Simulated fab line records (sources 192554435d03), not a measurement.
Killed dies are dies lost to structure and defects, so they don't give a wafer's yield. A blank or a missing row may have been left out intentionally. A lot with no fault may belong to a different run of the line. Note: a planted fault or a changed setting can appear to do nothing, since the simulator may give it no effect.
Matching of chambers / flow n5Finfet / pecvd-01 running N5_BEOL_M8_PECVD_70: 3 sister chambers
The step deposits SiO2 from TEOS/O2, target thk 20 nm, time 22.7 s. 14 wafers are shown with their chamber, then 7 later ones without.

## EACH WAFER AND ITS CHAMBER
wafer=L375.1; chamber=1; throttleValvePct (%)=25.9; showerheadPlenumPTorr (Torr)=8.72; heaterPowerW (W)=709
wafer=L375.3; chamber=0; throttleValvePct (%)=21.7; showerheadPlenumPTorr (Torr)=8.70; heaterPowerW (W)=736
wafer=L375.6; chamber=2; throttleValvePct (%)=22.6; showerheadPlenumPTorr (Torr)=8.90; heaterPowerW (W)=622
wafer=L380.1; chamber=2; throttleValvePct (%)=22.8; showerheadPlenumPTorr (Torr)=8.90; heaterPowerW (W)=688
wafer=L380.3; chamber=1; throttleValvePct (%)=26.1; showerheadPlenumPTorr (Torr)=8.70; heaterPowerW (W)=786
wafer=L380.4; chamber=0; throttleValvePct (%)=21.7; showerheadPlenumPTorr (Torr)=8.68; heaterPowerW (W)=640
wafer=L378.1; chamber=0; throttleValvePct (%)=21.5; showerheadPlenumPTorr (Torr)=8.69; heaterPowerW (W)=726
wafer=L378.3; chamber=2; throttleValvePct (%)=22.4; showerheadPlenumPTorr (Torr)=8.90; heaterPowerW (W)=726
wafer=L378.6; chamber=2; throttleValvePct (%)=22.7; showerheadPlenumPTorr (Torr)=8.90; heaterPowerW (W)=732
wafer=L381.2; chamber=2; throttleValvePct (%)=22.6; showerheadPlenumPTorr (Torr)=8.89; heaterPowerW (W)=703
wafer=L381.4; chamber=0; throttleValvePct (%)=21.7; showerheadPlenumPTorr (Torr)=8.69; heaterPowerW (W)=691
wafer=L381.5; chamber=2; throttleValvePct (%)=22.6; showerheadPlenumPTorr (Torr)=8.90; heaterPowerW (W)=718
wafer=L388.2; chamber=2; throttleValvePct (%)=22.7; showerheadPlenumPTorr (Torr)=8.91; heaterPowerW (W)=733
wafer=L388.3; chamber=0; throttleValvePct (%)=21.9; showerheadPlenumPTorr (Torr)=8.71; heaterPowerW (W)=590

SIGNATURES (means of the wafers above)
reading=throttleValvePct; chamber 0=21.700; chamber 1=26.000; chamber 2=22.629; scatter within a chamber=0.133
reading=showerheadPlenumPTorr; chamber 0=8.6940; chamber 1=8.7100; chamber 2=8.9000; scatter within a chamber=0.00915
reading=heaterPowerW; chamber 0=676.60; chamber 1=747.50; chamber 2=703.14; scatter within a chamber=49.8
Rule: distance of a wafer from a chamber = root of the sum over the readings of ((wafer's reading minus chamber's mean) / reading's scatter) squared. If the next closest chamber is less than 2 further off than the closest, the wafer can't be placed; otherwise it belongs to the closest. The scatter: take each reading less its chamber's mean, square it, sum over the shown wafers, divide by the number of wafers less the number of chambers, and take the root.

## WAFERS WHOSE CHAMBER IS MISSING
wafer=L388.5; throttleValvePct (%)=22.5; showerheadPlenumPTorr (Torr)=8.89; heaterPowerW (W)=727
wafer=L390.1; throttleValvePct (%)=21.8; showerheadPlenumPTorr (Torr)=8.69; heaterPowerW (W)=735
wafer=L390.5; throttleValvePct (%)=26.3; showerheadPlenumPTorr (Torr)=8.70; heaterPowerW (W)=675
wafer=L390.6; throttleValvePct (%)=22.5; showerheadPlenumPTorr (Torr)=8.89; heaterPowerW (W)=656
wafer=L392.3; throttleValvePct (%)=21.8; showerheadPlenumPTorr (Torr)=8.71; heaterPowerW (W)=691
wafer=L392.4; throttleValvePct (%)=22.7; showerheadPlenumPTorr (Torr)=8.88; heaterPowerW (W)=646
wafer=L392.6; throttleValvePct (%)=26.1; showerheadPlenumPTorr (Torr)=8.72; heaterPowerW (W)=812

## THE CHAMBER EACH PASSED THROUGH
wafer=L388.5; from the rows above=2; in truth=2
wafer=L390.1; from the rows above=0; in truth=0
wafer=L390.5; from the rows above=1; in truth=1
wafer=L390.6; from the rows above=2; in truth=2
wafer=L392.3; from the rows above=0; in truth=0
wafer=L392.4; from the rows above=2; in truth=2
wafer=L392.6; from the rows above=1; in truth=1
7 of 7 placed correctly. Number that these rows cannot place: 0. Wrongly placed: 0.
